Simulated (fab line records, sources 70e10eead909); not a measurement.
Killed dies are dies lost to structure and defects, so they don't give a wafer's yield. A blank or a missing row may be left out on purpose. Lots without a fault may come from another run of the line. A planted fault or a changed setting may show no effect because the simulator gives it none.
A struck lot beside a sound one | flow nand_harc | 39 steps out of a route of 1302
Sound: wafers L102.1, L102.3, L102.5. Struck: wafer L995.1. (L995.5, L995.6 of the same lot were not struck and are left out.) The cause comes at the end.
At each step with rows: each side's tool, then ch and its chambers, then its first start. Under that, the readings that differ: sound wafers | struck wafers | difference of the means | sigmas: that difference in standard deviations of wafers without a fault.
alike: readings whose means differ by less than 2 such deviations, and words and numbers that are the same on both sides. not compared: withheld readings, readings that some wafer has no value for, bounds like >300 that may hide the same value, and numbers for which the record gives no deviation and whose values overlap.
The two part at a step that has a row with sigmas, a row that says differs or no value, or rows on one side only. Numbers that don't overlap but have no deviation are shown without sigmas and don't part them. A reading that every wafer of one side lacks parts them only if that side has two wafers or more.

first, 10 steps without rows for these wafers: NHARC_A_CHANNEL_HOLE_D2_DEP_00 (deposits aC, target thk 3100 nm); NHARC_A_CHANNEL_HOLE_D2_DEP_01 (deposits SiON, target thk 140 nm); NHARC_A_CHANNEL_HOLE_D2_DEHYDRATE_02 (time 120 s); NHARC_A_CHANNEL_HOLE_D2_HMDS_03 (time 30 s); NHARC_A_CHANNEL_HOLE_D2_COAT_36 (time 75 s); NHARC_A_CHANNEL_HOLE_D2_COAT_37 (time 65 s); NHARC_A_CHANNEL_HOLE_D2_COAT_04 (resist thk 90 nm); NHARC_A_CHANNEL_HOLE_D2_SOFTBAKE_05 (time 55 s); NHARC_A_CHANNEL_HOLE_D2_EBR_06; NHARC_A_CHANNEL_HOLE_D2_EXPOSE_07 (exposes mask HOLE D2, target cd 100 nm).
NHARC_A_CHANNEL_HOLE_D2_PEB_08: peb time 65 s.
  sound on litho_track-01 ch 0, day 23 02:26; struck on litho_track-04 ch 0, day 20 03:02
  reading                  | sound             | struck | difference | sigmas
  heater_power_total_W (W) | 156.6 156.6 156.5 | 187.2  | +30.6      | +77
then, 1 step without rows for these wafers: NHARC_A_CHANNEL_HOLE_D2_DEVELOP_09 (develop time 35 s).
NHARC_A_CHANNEL_HOLE_D2_CD_MEAS_10: target cd 100 nm.
  sound on cd_sem-03 ch 0, day 23 02:31; struck on cd_sem-01 ch 0, day 20 03:07
  reading    | sound            | struck | difference | sigmas
  cd_nm (nm) | 99.7 101.0 100.3 | 90.2   | -10.1      | -18
NHARC_A_CHANNEL_HOLE_D2_DESCUM_15: chemistry O2, time 3 s.
  sound on rie_diel-03 ch 1,2, day 23 02:41; struck on rie_diel-08 ch 0, day 20 03:19
  reading                            | sound             | struck | difference | sigmas
  model.A_CHANNEL_HOLE_D2.cd_nm (nm) | 101.9 101.4 100.8 | 89.64  | -11.73     |
  alike: drypump_motor_current_A, o2_flow_sccm, oes_product_au, rf_vpp_V, showerhead_plenum_p_Torr, throttle_valve_pct
  not compared: rf_hours_counter_h
then, 4 steps without rows for these wafers: NHARC_A_CHANNEL_HOLE_D2_ETCH_38 (etches the open film in CF4, target depth 39 nm, time 65 s); NHARC_A_CHANNEL_HOLE_D2_ETCH_39 (etches the open film in N2/H2, target depth 260 nm, time 325 s); NHARC_A_CHANNEL_HOLE_D2_ETCH_34 (etches the open film in CF4/CHF3, target depth 154 nm, time 77 s); NHARC_A_CHANNEL_HOLE_D2_ETCH_16 (etches the open film in O2/COS, target depth 3100 nm, time 806 s).
NHARC_A_CHANNEL_HOLE_D2_CD_MEAS_18:
  sound on cd_sem-01, day 23 04:25; struck on cd_sem-02, day 20 04:25
  reading    | sound            | struck | difference | sigmas
  cd_nm (nm) | 97.8 104.8 101.6 | 89.4   | -12.0      | -5
then, 12 steps without rows for these wafers: NHARC_A_CHANNEL_HOLE_D2_ETCH_19 (etches the open film in C4F8/O2/Ar, time 34.5 s); NHARC_A_CHANNEL_HOLE_D2_ETCH_20 (etches the open film in C4F8/O2/Ar, time 361.9 s, target depth 1600 nm); NHARC_A_CHANNEL_HOLE_D2_ETCH_21 (etches the open film in C4F8/O2/Ar, time 514.3 s, target depth 1600 nm); NHARC_A_CHANNEL_HOLE_D2_ETCH_22 (etches the open film in C4F8/O2/Ar, time 666.7 s, target depth 1600 nm); NHARC_A_CHANNEL_HOLE_D2_ETCH_23 (etches the open film in C4F8/O2/Ar, time 819 s, target depth 1600 nm); NHARC_A_CHANNEL_HOLE_D2_ETCH_24 (etches the open film in C4F8/O2/Ar, time 906.2 s, target depth 1500 nm); NHARC_A_CHANNEL_HOLE_D2_ETCH_25 (etches the open film in C4F8/O2/Ar, time 1040.2 s, target depth 1500 nm); NHARC_A_CHANNEL_HOLE_D2_ETCH_26 (etches the open film in C4F8/O2/Ar, time 224.1 s, target depth 300 nm); NHARC_A_CHANNEL_HOLE_D2_ETCH_27 (etches the open film in C4F8/O2/Ar, time 90 s, target depth 400 nm); NHARC_A_CHANNEL_HOLE_D2_STRIP_41 (strips in N2/H2); NHARC_A_CHANNEL_HOLE_D2_STRIP_42 (strips in CF4/CHF3); NHARC_A_CHANNEL_HOLE_D2_STRIP_43 (strips in O2/COS).
NHARC_A_CHANNEL_HOLE_D2_ETCH_44: etches the open film in CF4/O2, target depth 140 nm, overetch 14 nm, time 77 s.
  sound on rie_diel-08 ch 0,2,3, day 23 09:13; struck on rie_diel-01 ch 2, day 20 09:13
  reading                            | sound             | struck | difference | sigmas
  model.A_CHANNEL_HOLE_D2.cd_nm (nm) | 89.42 87.41 88.73 | 80.82  | -7.70      |
  alike: drypump_motor_current_A, o2_flow_sccm, oes_product_au, rf_vpp_V, showerhead_plenum_p_Torr, throttle_valve_pct
  not compared: rf_hours_counter_h
then, 3 steps without rows for these wafers: NHARC_A_CHANNEL_HOLE_D2_STRIP_28 (strips in O2); NHARC_A_CHANNEL_HOLE_D2_PRECLEAN_29 (cleans in SC1); NHARC_A_CHANNEL_HOLE_D2_SRD_30.
NHARC_A_CHANNEL_HOLE_D2_CD_MEAS_31:
  sound on cd_sem-03, day 23 10:17; struck on cd_sem-02, day 20 10:01
  reading    | sound          | struck | difference | sigmas
  cd_nm (nm) | 89.2 87.3 88.9 | 81.4   | -7.1       | -4
NHARC_A_CHANNEL_HOLE_D2_XSEM_32:
  sound on xsem-02 ch 0, day 23 10:23; struck on xsem-02 ch 0, day 20 10:06
  reading        | sound          | struck | difference | sigmas
  bot_cd_nm (nm) | 73.0 71.4 72.9 | 65.9   | -6.5       | -3
  bow_nm (nm)    | 9.12 9.10 9.02 | 8.20   | -0.88      | -4
  alike: tilt_deg
-- the record jumps here: 11 days lie between the struck wafers' starts before and after (it left off in module A_CHANNEL_HOLE_D2 and takes up again in module END, whose first step shown is number 1301 of the route) --
NHARC_END_WLT_00:
  sound on prober-01, day 34 10:38; struck on prober-02, day 31 03:46
  reading                           | sound             | struck | difference | sigmas
  VT_DECK2_BOTTOM                   | 0.873 0.852 0.870 | 0.847  | -0.018     | -3
  VT_DECK2_BOTTOM_INNER             | 0.870 0.857 0.870 | 0.845  | -0.021     | -3
  VT_DECK2_MEDIAN_NEAR_BOTTOM       | 0.871 0.865 0.865 | 0.849  | -0.018     | -3
  VT_DECK2_MEDIAN_NEAR_BOTTOM_INNER | 0.870 0.863 0.866 | 0.849  | -0.017     | -3
  VT_DECK2_MIDDLE                   | 0.875 0.870 0.878 | 0.857  | -0.017     | -3
  VT_DECK2_MIDDLE_INNER             | 0.884 0.878 0.879 | 0.863  | -0.017     | -3
  VT_DECK2_TOP                      | 0.891 0.897 0.901 | 0.873  | -0.023     | -4
  VT_DECK2_TOP_INNER                | 0.893 0.896 0.892 | 0.873  | -0.021     | -3
  alike: VT_DECK1_BOTTOM, VT_DECK1_BOTTOM_INNER, VT_DECK1_MEDIAN_NEAR_BOTTOM, VT_DECK1_MEDIAN_NEAR_BOTTOM_INNER, VT_DECK1_MIDDLE, VT_DECK1_MIDDLE_INNER, VT_DECK1_TOP, VT_DECK1_TOP_INNER
NHARC_END_SORT_01:
  the record has rows for the struck wafers here (prober-02 ch 0, day 31 06:45) and none for the sound ones

WHERE THEY PART
First at NHARC_A_CHANNEL_HOLE_D2_PEB_08; last, within this record, at NHARC_END_SORT_01.

WHY: what the simulator had put in
Process parameter drift: litho_track-04, from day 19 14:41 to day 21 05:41, at NHARC_A_CHANNEL_HOLE_D2_PEB_08. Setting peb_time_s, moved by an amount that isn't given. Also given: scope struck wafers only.
